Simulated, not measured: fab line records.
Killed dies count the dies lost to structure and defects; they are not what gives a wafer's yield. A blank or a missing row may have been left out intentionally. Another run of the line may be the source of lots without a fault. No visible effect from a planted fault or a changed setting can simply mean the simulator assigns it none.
Chamber matching	flow n5-finfet	N5_GATE_CUT_STRIP_59 on rie-diel-01 has 4 sister chambers
The step strips in N2/H2, time 20 s. 4 wafers are shown with their chamber, then 9 later ones without.

WAFERS WITH THEIR CHAMBER
wafer	chamber	throttle-valve-pct (%)
L081.6	1	12.63
L087.5	2	11.70
L088.4	0	11.78
L088.5	3	12.38

WAFERS WHOSE CHAMBER IS MISSING
wafer	throttle-valve-pct (%)
L089.1	11.69
L089.5	11.80
L089.6	12.68
L090.1	11.79
L090.2	11.71
L090.5	11.73
L096.1	12.70
L096.2	11.81
L096.4	11.76

THE CHAMBER EACH PASSED THROUGH
wafer	from the rows above	in truth
L089.1	2	2
L089.5	0	0
L089.6	1	1
L090.1	0	0
L090.2	can't be placed: 2 or 0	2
L090.5	can't be placed: 2 or 0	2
L096.1	1	1
L096.2	0	0
L096.4	can't be placed: 0 or 2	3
Correctly placed: 6 of 9. From these rows, 3 cannot be placed; in 2 the true chamber is one of the candidates. Number placed wrongly: 0.
How it was worked out, from the rows above alone: a wafer's distance from a chamber is the root of the sum, over the readings, of the square of ((its reading less the chamber's mean) divided by the reading's scatter). The wafer belongs to the nearest chamber; if the next one is less than 2 further off, it can't be placed. A chamber's mean is the mean of its shown wafers. The scatter: with one shown wafer a chamber, the root of the mean of the squares of how far each hidden wafer lies from its nearest shown one.
